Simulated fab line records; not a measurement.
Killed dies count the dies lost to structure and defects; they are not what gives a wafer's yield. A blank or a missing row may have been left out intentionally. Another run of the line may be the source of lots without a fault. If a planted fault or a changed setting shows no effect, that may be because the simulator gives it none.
fab line records	flow n5-finfet
record: lots: 7	wafers: 21
route steps=1938 shown SD_EPI_N@273 SDB@350 HKMG_FIN@401 GATE_CUT@500 MOL_CONTACT_COAG@563
start-h: start of the lot's first displayed wafer, in hours after the record's first day	wait-h: hours since the lot's step before	" unchanged from the row above	L1.1+2: one row covering several wafers at once	- no value, or no start given	* or withheld: withheld	< > ~ a bound
route shown NAME@n: a module of which the file shows steps, and the number in the route of the first	usual: average and standard deviation across the fault-free wafers	same: alike in all rows	chamber/n: place in a boat	sites: each site's reading	_std_site: the values' standard deviation	_edge_site: mean of outer sites minus mean of inner sites	radius-mm: how far each site lies from the wafer's centre	mask NAME#n: copy n	behind: the most recent tool/chamber to have shaped the wafer	hold: what put the lot on hold/how long, in hours/how the hold closed	device: the n, p or np transistor that did not switch	end of line: the same wafers' tests at the end of the route	where a step has no rows: the recipe by itself	killed: count of dies lost to structure and defects at first sort (not the wafer's yield)	map: the dies of a wafer, with x for killed, . for not killed, _ for no die there
set.NAME: the setting the step ran with; set.NAME@STEP: the setting that earlier step ran with	model.NAME: the simulator's own value behind a step, which no gauge read
lots with deliberately changed settings; one table per step, one row per wafer
== steps ==
step: N5_SD_EPI_N_DESCUM_14
recipe: chemistry: O2	time-s: 7.9	source-power-w: 50	bias-power-w: 20	pressure-mtorr: 20	rf-frequency-hz: 2.712e+07	temp-c: 40	resist: CAR-ArF-block	o2-flow-sccm: 225
lot.wafer	tool	chamber	start-h	wait-h	set.time-s	set.dose-mj@SD_EPI_N_EXPOSE_06	model.SD_EPI_N.cd-nm
L077.1	rie-diel-06	0	65.93	0.0	7.9	40.95	122
L077.3	"	2	"	"	8.628	40.95	121.4
L077.5	"	3	"	"	7.9	39.75	119.6
L082.1	rie-diel-06	1	98.26	0.0	7.9	41.68	122.4
L082.3	"	2	"	"	7.9	39.75	119
L082.5	"	3	"	"	6.878	41.68	122.4
L087.2	rie-diel-04	1	128.47	0.3	9.544	39.75	120.6
L087.3	"	0	"	"	9.544	42.06	124.6
L087.5	"	1	"	"	9.544	39.75	121.2
L092.3	rie-diel-04	0	156.66	0.0	9.464	39.75	120.4
L092.4	"	2	"	"	7.9	39.75	120.2
L092.6	"	0	"	"	7.9	39.75	120.6
L094.1	rie-diel-04	2	168.07	0.1	7.9	39.75	120.4
L094.3	"	0	"	"	7.9	39.75	120.6
L094.4	"	1	"	"	7.9	39.75	120.8
L095.1	rie-diel-04	3	179.55	0.1	7.045	39.75	120.2
L095.2	"	2	"	"	7.045	38.15	116.8
L095.3	"	1	"	"	7.9	38.15	117.8
L097.3	rie-diel-03	1	191.84	0.3	6.141	39.75	120
L097.4	"	0	"	"	7.9	36.79	114
L097.6	"	0	"	"	7.9	36.79	115.8
step: N5_SD_EPI_N_ETCH_34
recipe: chemistry: CF4	target: SiARC	target-depth-a: 455	mask-material: CAR-ArF-block	time-s: 75.8	ion-energy-ev: 80	pressure-mtorr: 40	source-w: 545	bias-w: 36	Ar_flow_sccm: 100	cf4-flow-sccm: 100	ends: cleared
lot.wafer	tool	chamber	start-h	wait-h	set.dose-mj@SD_EPI_N_EXPOSE_06	model.SD_EPI_N.cd-nm
L077.1	rie-diel-06	0	65.96	0.0	40.95	122.2
L077.3	"	2	"	"	40.95	121.4
L077.5	"	3	"	"	39.75	119.6
L082.1	rie-diel-06	1	98.29	0.0	41.68	122.2
L082.3	"	2	"	"	39.75	119.2
L082.5	"	3	"	"	41.68	122
L087.2	rie-diel-04	1	128.50	0.0	39.75	120.6
L087.3	"	0	"	"	42.06	124.6
L087.5	"	1	"	"	39.75	121.2
L092.3	rie-diel-04	0	156.69	0.0	39.75	120.4
L092.4	"	2	"	"	39.75	120
L092.6	"	0	"	"	39.75	120.6
L094.1	rie-diel-04	2	168.11	0.0	39.75	120.4
L094.3	"	0	"	"	39.75	120.6
L094.4	"	1	"	"	39.75	120.8
L095.1	rie-diel-04	3	179.59	0.0	39.75	120.4
L095.2	"	2	"	"	38.15	116.8
L095.3	"	1	"	"	38.15	117.8
L097.3	rie-diel-03	1	191.88	0.0	39.75	120
L097.4	"	0	"	"	36.79	113.6
L097.6	"	0	"	"	36.79	115.4
step: N5_SD_EPI_N_ETCH_35
recipe: chemistry: N2/H2	target: SOC	overetch-a: 1080	mask-material: SiARC	temp-c: 40	ion-energy-ev: 100	source-w: 3000	bias-w: 133	pressure-mtorr: 20	time-s: 486	n2-flow-sccm: 200	h2-flow-sccm: 200
lot.wafer	tool	chamber	start-h	wait-h	set.dose-mj@SD_EPI_N_EXPOSE_06	model.SD_EPI_N.cd-nm
L077.1	rie-diel-06	0	66.02	0.0	40.95	122.2
L077.3	"	2	"	"	40.95	121.4
L077.5	"	3	"	"	39.75	120
L082.1	rie-diel-06	1	98.35	0.0	41.68	122.2
L082.3	"	2	"	"	39.75	119.2
L082.5	"	3	"	"	41.68	122.8
L087.2	rie-diel-04	1	128.56	0.0	39.75	119.8
L087.3	"	0	"	"	42.06	125.4
L087.5	"	1	"	"	39.75	120.8
L092.3	rie-diel-04	0	156.75	0.0	39.75	121.2
L092.4	"	2	"	"	39.75	121
L092.6	"	0	"	"	39.75	121.4
L094.1	rie-diel-04	2	168.16	0.0	39.75	121.6
L094.3+4	"	0,1	"	"	39.75	122.4
L095.1	rie-diel-04	3	179.64	0.0	39.75	121.6
L095.2	"	2	"	"	38.15	117.8
L095.3	"	1	"	"	38.15	118.8
L097.3	rie-diel-03	1	191.93	0.0	39.75	119.4
L097.4	"	0	"	"	36.79	112.8
L097.6	"	0	"	"	36.79	115.2
step: N5_SD_EPI_N_STRIP_36
recipe: chemistry: N2/H2	temp-c: 40	n2-flow-sccm: 200	h2-flow-sccm: 200	rf-frequency-hz: 6e+07
step: N5_SD_EPI_N_ETCHBACK_44
recipe: chemistry: CH3F/O2	mode: anisotropic-etchback	target: SiNx	target-depth-a: 145	stop-on: SiO2	over-etch-frac: 0.3	ion-energy-ev: 120	pressure-mtorr: 30	source-w: 395	bias-w: 73	Ar_flow_sccm: 150	CH3F_flow_sccm: 30	O2_flow_sccm: 20
lot.wafer	tool	chamber	start-h	wait-h	set.dose-mj@SD_EPI_N_EXPOSE_06	model.SD_EPI_N.cd-nm
L077.1	rie-diel-06	0	66.34	0.0	40.95	122.2
L077.3	"	2	"	"	40.95	121.4
L077.5	"	3	"	"	39.75	120
L082.1	rie-diel-06	1	98.67	0.0	41.68	122.2
L082.3	"	2	"	"	39.75	119.2
L082.5	"	3	"	"	41.68	122.8
L087.2	rie-diel-04	1	128.88	0.0	39.75	119.8
L087.3	"	0	"	"	42.06	125.4
L087.5	"	1	"	"	39.75	120.8
L092.3	rie-diel-04	0	157.07	0.0	39.75	121.2
L092.4	"	2	"	"	39.75	121
L092.6	"	0	"	"	39.75	121.4
L094.1	rie-diel-04	2	168.49	0.0	39.75	121.6
L094.3+4	"	0,1	"	"	39.75	122.4
L095.1	rie-diel-04	3	179.97	0.0	39.75	121.6
L095.2	"	2	"	"	38.15	117.8
L095.3	"	1	"	"	38.15	118.8
L097.3	rie-diel-03	1	192.26	0.0	39.75	119.2
L097.4	"	0	"	"	36.79	113
L097.6	"	0	"	"	36.79	115.2
step: N5_SD_EPI_N_ETCH_45
recipe: chemistry: CH3F/O2	target: SiOCN	target-depth-a: 60	mask-material: SOC	ion-energy-ev: 60	bias-w: 29	pressure-mtorr: 15	source-w: 410	Ar_flow_sccm: 150	CH3F_flow_sccm: 30	O2_flow_sccm: 20
lot.wafer	tool	chamber	start-h	wait-h	set.dose-mj@SD_EPI_N_EXPOSE_06	model.SD_EPI_N.cd-nm
L077.1	rie-diel-06	0	66.44	0.1	40.95	122.2
L077.3	"	2	"	"	40.95	121.4
L077.5	"	3	"	"	39.75	120
L082.1	rie-diel-06	1	98.77	0.1	41.68	122.2
L082.3	"	2	"	"	39.75	119.2
L082.5	"	3	"	"	41.68	122.8
L087.2	rie-diel-04	1	128.98	0.1	39.75	119.8
L087.3	"	0	"	"	42.06	125.4
L087.5	"	1	"	"	39.75	120.8
L092.3+6	rie-diel-04	0	157.17	0.1	39.75	121.4
L092.4	"	2	"	"	39.75	121
L094.1	rie-diel-04	2	168.59	0.1	39.75	121.6
L094.3+4	"	0,1	"	"	39.75	122.4
L095.1	rie-diel-04	3	180.07	0.1	39.75	121.6
L095.2	"	2	"	"	38.15	117.8
L095.3	"	1	"	"	38.15	118.8
L097.3	rie-diel-03	1	192.36	0.1	39.75	119.2
L097.4	"	0	"	"	36.79	112.8
L097.6	"	0	"	"	36.79	115.2
step: N5_SDB_COAT_05
recipe: resist: CAR-ArF	spin-rpm: 1500	resist-thk-nm: 90
lot.wafer	tool	chamber	start-h	wait-h	set.spin-rpm	model.CAR-ArF_of_SDB_COAT_05.thk-nm
L077.1+5	litho-track-05	0	-	-	1583	87.4
L077.3	"	0	"	"	1583	87.2
L082.1	litho-track-05	0	-	-	1407	92.6
L082.3	"	0	"	"	1500	89.6
L082.5	"	0	"	"	1500	89.8
L087.2+5	litho-track-01	0	-	-	1500	89.8
L087.3	"	0	"	"	1500	89.6
L092.3	litho-track-04	0	-	-	1500	89.6
L092.4	"	0	"	"	1445	91.2
L092.6	"	0	"	"	1445	91.6
L094.1+4	litho-track-01	0	-	-	1500	90
L094.3	"	0	"	"	1500	89.8
L095.1	litho-track-05	0	-	-	1500	89.8
L095.2	"	0	"	"	1641	86.2
L095.3	"	0	"	"	1500	90.2
L097.3	litho-track-04	0	-	-	1653	85.8
L097.4+6	"	0	"	"	1500	90
step: N5_SDB_EBR_07
recipe: solvent: PGMEA	ebr-width-mm: 1.5
step: N5_SDB_SOFTBAKE_06
recipe: temp-c: 110	time-s: 60	resist: CAR-ArF
step: N5_SDB_EXPOSE_08
recipe: mask-id: SDB	na: 1.35	source-shape: conventional	sigma-outer: 0.5	polarization: unpolarized	dose-mj: 49.6
step: N5_SDB_PEB_09
recipe: peb-temp-c: withheld	peb-time-s: 60	resist: CAR-ArF
step: N5_SDB_DEVELOP_10
recipe: develop-time-s: 30	developer: TMAH	resist: CAR-ArF	rinse-liquid: diw	dry: air-spin	dev-temp-c: 23
lot.wafer	tool	chamber	start-h	wait-h	set.spin-rpm@SDB_COAT_05	model.CAR-ArF_of_SDB_COAT_05.thk-nm
L077.1	litho-track-04	0	-	-	1583	85.6
L077.3	"	0	"	"	1583	85.4
L077.5	"	0	"	"	1583	85.8
L082.1	litho-track-05	0	-	-	1407	91
L082.3	"	0	"	"	1500	88
L082.5	"	0	"	"	1500	88.2
L087.2	litho-track-01	0	-	-	1500	88.2
L087.3+5	"	0	"	"	1500	88
L092.3	litho-track-05	0	-	-	1500	87.8
L092.4	"	0	"	"	1445	89.6
L092.6	"	0	"	"	1445	89.8
L094.1	litho-track-01	0	-	-	1500	88.4
L094.3+4	"	0	"	"	1500	88.2
L095.1	litho-track-04	0	-	-	1500	88.2
L095.2	"	0	"	"	1641	84.4
L095.3	"	0	"	"	1500	88.4
L097.3	litho-track-01	0	-	-	1653	84
L097.4	"	0	"	"	1500	88.2
L097.6	"	0	"	"	1500	88.4
step: N5_HKMG_FIN_DESCUM_53
recipe: chemistry: O2	time-s: 7.9	source-power-w: 50	bias-power-w: 20	pressure-mtorr: 20	rf-frequency-hz: 2.712e+07	temp-c: 40	resist: CAR-ArF	o2-flow-sccm: 225
lot.wafer	tool	chamber	start-h	wait-h	set.time-s	model.CAR-ArF_of_HKMG_FIN_COAT_43.thk-nm
L077.1	rie-diel-04	3	88.15	0.0	8.56	83.6
L077.3	"	1	"	"	7.9	83.8
L077.5	"	2	"	"	8.56	83.4
L082.1	rie-diel-04	3	123.61	0.4	7.9	83.4
L082.3	"	1	"	"	7.285	83.8
L082.5	"	3	"	"	7.285	84
L087.2	rie-diel-03	0	150.61	0.0	7.9	83.4
L087.3+5	"	2,0	"	"	7.9	83.6
L092.3+4	rie-diel-06	3,2	178.73	0.0	7.9	83.8
L092.6	"	2	"	"	8.881	83
L094.1	rie-diel-06	1	191.15	0.0	7.9	83.8
L094.3+4	"	0,3	"	"	7.9	83.4
L095.1+2	rie-diel-06	2,0	202.01	0.0	8.537	83
L095.3	"	3	"	"	7.9	83.6
L097.3	rie-diel-03	3	215.23	0.4	9.668	82.2
L097.4	"	0	"	"	7.9	83.4
L097.6	"	3	"	"	9.668	82.4
step: N5_HKMG_FIN_ETCH_54
recipe: chemistry: CF4	target: SiARC	target-depth-a: 455	mask-material: CAR-ArF	time-s: 75.8	ion-energy-ev: 80	pressure-mtorr: 40	source-w: 545	bias-w: 36	Ar_flow_sccm: 100	cf4-flow-sccm: 100	ends: cleared
lot.wafer	tool	chamber	start-h	wait-h	set.time-s@HKMG_FIN_DESCUM_53	model.CAR-ArF_of_HKMG_FIN_COAT_43.thk-nm
L077.1	rie-diel-04	3	88.18	0.0	8.56	51
L077.3	"	1	"	"	7.9	51.2
L077.5	"	2	"	"	8.56	50.8
L082.1	rie-diel-04	3	123.65	0.0	7.9	50.8
L082.3	"	1	"	"	7.285	51.2
L082.5	"	3	"	"	7.285	51.4
L087.2	rie-diel-03	0	150.65	0.0	7.9	50.6
L087.3+5	"	2,0	"	"	7.9	51
L092.3	rie-diel-06	3	178.76	0.0	7.9	51.4
L092.4	"	2	"	"	7.9	51.2
L092.6	"	2	"	"	8.881	50.4
L094.1	rie-diel-06	1	191.18	0.0	7.9	51
L094.3	"	0	"	"	7.9	50.6
L094.4	"	3	"	"	7.9	50.8
L095.1	rie-diel-06	2	202.04	0.0	8.537	50.2
L095.2	"	0	"	"	8.537	50.4
L095.3	"	3	"	"	7.9	51
L097.3	rie-diel-03	3	215.26	0.0	9.668	49.6
L097.4	"	0	"	"	7.9	50.8
L097.6	"	3	"	"	9.668	49.8
step: N5_HKMG_FIN_ETCH_58
recipe: chemistry: N2/H2	target: SOC	target-depth-a: 2158	ion-energy-ev: 50	bias-w: 13	time-s: 741	pressure-mtorr: 30	source-w: 875	n2-flow-sccm: 200	h2-flow-sccm: 200
usual: rf-vpp-V: 99.1/0.94
lot.wafer	tool	chamber	start-h	wait-h	set.source-w	rf-vpp-V	model.HKMG_FIN.feature-depth-nm	model.etch.depth-nm	model.SOC_of_HKMG_FIN_COAT_41.thk-nm
L077.1	rie-diel-04	3	88.45	0.0	972.4	94.2	243.2	243.2	58.6
L077.3	"	1	"	"	875	100.2	208.2	208.2	93.8
L077.5	"	2	"	"	972.4	97.1	237	236.9	64
L082.1	rie-diel-04	3	123.91	0.0	875	99.1	223.2	223.3	78.8
L082.3	"	1	"	"	875	98.6	211.4	211.5	90.2
L082.5	"	3	"	"	802.3	102.6	209.4	209.3	92.2
L087.2	rie-diel-03	0	150.91	0.0	875	98.4	213.6	213.5	87
L087.3	"	2	"	"	926.2	99.5	222.2	222.2	76.8
L087.5	"	0	"	"	875	97.7	214.8	214.9	85.2
L092.3	rie-diel-06	3	179.03	0.0	1029	92.7	244.4	244.3	56.2
L092.4	"	2	"	"	875	98.7	214	214.1	86.6
L092.6	"	2	"	"	1029	92.9	244.2	244.2	56.4
L094.1	rie-diel-06	1	191.45	0.0	875	98.2	217.2	217.3	83.8
L094.3	"	0	"	"	875	98.1	211	211	90
L094.4	"	3	"	"	875	98.5	212.2	212.1	88.6
L095.1	rie-diel-06	2	202.31	0.0	734.9	107.0	187.8	187.8	111.6
L095.2	"	0	"	"	734.9	104.9	185.4	185.4	114.6
L095.3	"	3	"	"	875	98.9	216.6	216.7	83.4
L097.3	rie-diel-03	3	215.53	0.0	875	98.6	217.2	217.2	83.6
L097.4	"	0	"	"	875	97.8	214.8	214.8	86.4
L097.6	"	3	"	"	830.9	100.7	208.4	208.3	93.2
step: N5_HKMG_FIN_PEB_10
recipe: peb-temp-c: withheld	peb-time-s: 60	resist: CAR-ArF
lot.wafer	tool	chamber	start-h	wait-h	set.peb-time-s
L077.1+3+5	litho-track-02	0	91.29	0.1	60
L082.1+5	litho-track-03	0	126.82	0.1	60
L082.3	"	0	"	"	69.09
L087.2	litho-track-04	0	154.03	0.0	65.38
L087.3+5	"	0	"	"	60
L092.3+6	litho-track-03	0	181.97	0.0	60
L092.4	"	0	"	"	50.54
L094.1+3+4	litho-track-02	0	194.63	0.1	60
L095.1+2+3	litho-track-03	0	205.25	0.1	46.72
L097.3+4	litho-track-03	0	218.44	0.0	69.25
L097.6	"	0	"	"	60
step: N5_HKMG_FIN_DEVELOP_11
recipe: develop-time-s: 30	developer: TMAH	resist: CAR-ArF	dev-temp-c: 23	rinse-liquid: diw	dry: air-spin
lot.wafer	tool	chamber	start-h	wait-h	set.develop-time-s
L077.1	litho-track-02	0	-	-	30
L077.3+5	"	0	"	"	25.83
L082.1+3+5	litho-track-03	0	-	-	30
L087.2+3+5	litho-track-04	0	-	-	30
L092.3+4+6	litho-track-03	0	-	-	27.83
L094.1+3+4	litho-track-02	0	-	-	30
L095.1	litho-track-03	0	-	-	30
L095.2+3	"	0	"	"	25.5
L097.3	litho-track-03	0	-	-	25.25
L097.4+6	"	0	"	"	30
step: N5_HKMG_FIN_CD_MEAS_12
recipe: target-cd-nm: 92.8	landing-energy-ev: 500	detector: se-inlens
usual: cd-nm: 92.7/0.51
lot.wafer	tool	chamber	start-h	wait-h	set.peb-time-s@HKMG_FIN_PEB_10	cd-nm
L077.1	cd-sem-03	0	91.36	-	60	92.1
L077.3	"	0	"	"	60	92.3
L077.5	"	0	"	"	60	91.2
L082.1	cd-sem-03	0	126.88	-	60	93.4
L082.3	"	0	"	"	69.09	97.9
L082.5	"	0	"	"	60	93.1
L087.2	cd-sem-02	0	154.10	-	65.38	95.0
L087.3	"	0	"	"	60	92.8
L087.5	"	0	"	"	60	91.5
L092.3	cd-sem-01	0	182.04	-	60	91.4
L092.4	"	0	"	"	50.54	86.8
L092.6	"	0	"	"	60	92.2
L094.1	cd-sem-03	0	194.70	-	60	93.3
L094.3	"	0	"	"	60	93.1
L094.4	"	0	"	"	60	93.4
L095.1	cd-sem-01	0	205.32	-	46.72	84.1
L095.2	"	0	"	"	46.72	82.3
L095.3	"	0	"	"	46.72	83.4
L097.3	cd-sem-03	0	218.51	-	69.25	97.6
L097.4	"	0	"	"	69.25	97.3
L097.6	"	0	"	"	60	93.0
step: N5_GATE_CUT_CUT_ETCH_53
recipe: chemistry: SF6/Cl2	target: W	mask-material: SiO2	target-depth-a: 792	pressure-mtorr: 8	icp-w: 900	bias-w: 80	SF6_flow_sccm: 40	Cl2_flow_sccm: 60	ends: cleared
usual: etch-rf-on-time-s: 26.4/0.34
lot.wafer	tool	chamber	start-h	wait-h	set.icp-w	etch-rf-on-time-s
L077.1	rie-metal-01	1	101.47	0.1	900	26.1
L077.3	"	0	"	"	900	27.1
L077.5	"	0	"	"	900	26.7
L082.1	rie-metal-01	1	135.66	0.1	1001	24.0
L082.3	"	1	"	"	1001	23.9
L082.5	"	1	"	"	900	26.2
L087.2	rie-metal-02	1	163.64	0.1	1034	23.2
L087.3	"	1	"	"	900	26.4
L087.5	"	1	"	"	900	26.5
L092.3	rie-metal-02	0	191.82	0.1	900	26.3
L092.4	"	1	"	"	942	25.1
L092.6	"	1	"	"	942	25.2
L094.1	rie-metal-02	1	203.33	0.1	900	26.4
L094.3	"	1	"	"	900	26.4
L094.4	"	0	"	"	900	26.5
L095.1	rie-metal-03	1	213.94	0.1	900	26.1
L095.2	"	0	"	"	900	26.2
L095.3	"	1	"	"	900	26.2
L097.3	rie-metal-01	1	227.77	0.1	787.9	29.0
L097.4	"	0	"	"	900	26.6
L097.6	"	0	"	"	787.9	29.7
step: N5_MOL_CONTACT_COAG_PECVD_31
recipe: material: SiO2	target-thk-a: 460	temp-c: 400	precursor: TEOS/O2	pressure-torr: 6.5	rf-w: withheld	teos-flow-sccm: withheld	gas: O2	flow-sccm: 2650	time-s: 8.9
lot.wafer	tool	chamber	start-h	wait-h	set.temp-c	model.SiO2_of_MOL_CONTACT_COAG_PECVD_31.thk-nm
L077.1	pecvd-01	1	114.84	0.3	416.9	41.4
L077.3	"	0	"	"	416.9	40.4
L077.5	"	1	"	"	400	47
L082.1	pecvd-04	2	150.51	0.3	400	46.2
L082.3	"	0	"	"	410.1	43.8
L082.5	"	2	"	"	400	47.2
L087.2	pecvd-01	0	178.05	0.3	417	41
L087.3	"	1	"	"	417	41.6
L087.5	"	0	"	"	400	46.4
L092.3	pecvd-02	2	204.75	0.3	400	46.6
L092.4	"	0	"	"	385.3	50
L092.6	"	2	"	"	385.3	50.6
L094.1+3	pecvd-04	1,2	216.59	0.3	400	46.4
L094.4	"	2	"	"	400	47
L095.1+2	pecvd-01	1,2	227.75	0.3	392.6	48.4
L095.3	"	0	"	"	400	46.6
L097.3	pecvd-01	0	241.43	0.3	400	46.2
L097.4	"	0	"	"	400	46.8
L097.6	"	2	"	"	400	47.8
== key ==
split: step: N5_SD_EPI_N_DESCUM_14	setting: time-s	stated: 7.9	by: wafer
response none clear
split: step: N5_SDB_COAT_05	setting: spin-rpm	stated: 1500	by: wafer
response: step: N5_SDB_COAT_05	reading: model.CAR-ArF_of_SDB_COAT_05.thk-nm	change: -0.422	per: 1%	r: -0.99
response: step: N5_SDB_DEVELOP_10	reading: model.CAR-ArF_of_SDB_COAT_05.thk-nm	change: -0.432	per: 1%	r: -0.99
split: step: N5_HKMG_FIN_DESCUM_53	setting: time-s	stated: 7.9	by: wafer
response: step: N5_HKMG_FIN_DESCUM_53	reading: model.CAR-ArF_of_HKMG_FIN_COAT_43.thk-nm	change: -0.0538	per: 1%	r: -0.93
response: step: N5_HKMG_FIN_ETCH_54	reading: model.CAR-ArF_of_HKMG_FIN_COAT_43.thk-nm	change: -0.0562	per: 1%	r: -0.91
split: step: N5_HKMG_FIN_ETCH_58	setting: source-w	stated: 875	by: wafer
response: step: N5_HKMG_FIN_ETCH_58	reading: rf-vpp-V	change: -0.369	per: 1%	r: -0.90
response: step: N5_HKMG_FIN_ETCH_58	reading: model.HKMG_FIN.feature-depth-nm	change: +1.86	per: 1%	r: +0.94
response: step: N5_HKMG_FIN_ETCH_58	reading: model.etch.depth-nm	change: +1.86	per: 1%	r: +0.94
response: step: N5_HKMG_FIN_ETCH_58	reading: model.SOC_of_HKMG_FIN_COAT_41.thk-nm	change: -1.87	per: 1%	r: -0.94
split: step: N5_HKMG_FIN_PEB_10	setting: peb-time-s	stated: 60	by: wafer
response: step: N5_HKMG_FIN_CD_MEAS_12	reading: cd-nm	change: +0.305	per: 1%	r: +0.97
split: step: N5_HKMG_FIN_DEVELOP_11	setting: develop-time-s	stated: 30	by: wafer
response none clear
split: step: N5_GATE_CUT_CUT_ETCH_53	setting: icp-w	stated: 900	by: wafer
response: step: N5_GATE_CUT_CUT_ETCH_53	reading: etch-rf-on-time-s	change: *	per: 1%	r: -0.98
split: step: N5_MOL_CONTACT_COAG_PECVD_31	setting: temp-c	stated: 400	by: wafer
response: step: N5_MOL_CONTACT_COAG_PECVD_31	reading: model.SiO2_of_MOL_CONTACT_COAG_PECVD_31.thk-nm	change: -1.21	per: 1%	r: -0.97
split outside-this-file step=N5_SD_EPI_N_EXPOSE_06 setting=dose-mj
split outside-this-file: this setting was split too, and the file shows its column; the key of that split is in another file
